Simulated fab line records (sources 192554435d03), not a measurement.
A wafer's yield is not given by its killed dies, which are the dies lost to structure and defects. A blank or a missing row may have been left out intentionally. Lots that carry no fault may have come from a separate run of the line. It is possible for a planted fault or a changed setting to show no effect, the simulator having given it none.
Chamber matching | flow n5Finfet | N5_BEOL_M3_STRIP_19 on rieDiel-02: 4 sister chambers
The step strips in O2. 8 wafers are shown with their chamber, then 9 later ones without.

== WAFERS PAIRED WITH THEIR CHAMBERS ==
wafer  | chamber | showerheadPlenumPTorr (Torr) | drypumpMotorCurrentA (A)
L074.5 | 2       | 2.06                         | 5.8
L083.4 | 2       | 2.05                         | 5.8
L083.6 | 0       | 1.93                         | 5.0
L086.4 | 1       | 2.05                         | 5.2
L086.6 | 3       | 2.10                         | 5.4
L087.1 | 0       | 1.93                         | 5.0
L087.2 | 1       | 2.05                         | 5.2
L087.3 | 3       | 2.10                         | 5.5

== WAFERS WITH NO CHAMBER GIVEN ==
wafer  | showerheadPlenumPTorr (Torr) | drypumpMotorCurrentA (A)
L093.1 | 2.09                         | 5.5
L093.4 | 2.05                         | 5.2
L093.6 | 2.05                         | 5.7
L092.1 | 2.10                         | 5.4
L092.4 | 2.05                         | 5.2
L092.5 | 1.93                         | 5.0
L095.2 | 1.92                         | 5.0
L095.4 | 2.05                         | 5.2
L095.5 | 2.04                         | 5.2

== EACH ONE'S CHAMBER ==
wafer  | from the rows above | in truth
L093.1 | 3                   | 3
L093.4 | 1                   | 1
L093.6 | 2                   | 2
L092.1 | 3                   | 3
L092.4 | 1                   | 1
L092.5 | 0                   | 0
L095.2 | 0                   | 0
L095.4 | 1                   | 1
L095.5 | 1                   | 1
Placed correctly: 9 of 9. Number that these rows cannot place: 0. Placed wrongly: 0.
How it was worked out, from the rows above alone: a wafer's distance from a chamber is the root of the sum, over the readings, of the square of ((its reading less the chamber's mean) divided by the reading's scatter). The wafer belongs to the nearest chamber; if the next one is less than 2 further off, it can't be placed. The mean given for a chamber averages the wafers shown for that chamber. The scatter is the square root of a quotient: the sum, over the shown wafers, of each reading's squared deviation from its chamber's mean, divided by wafers minus chambers.
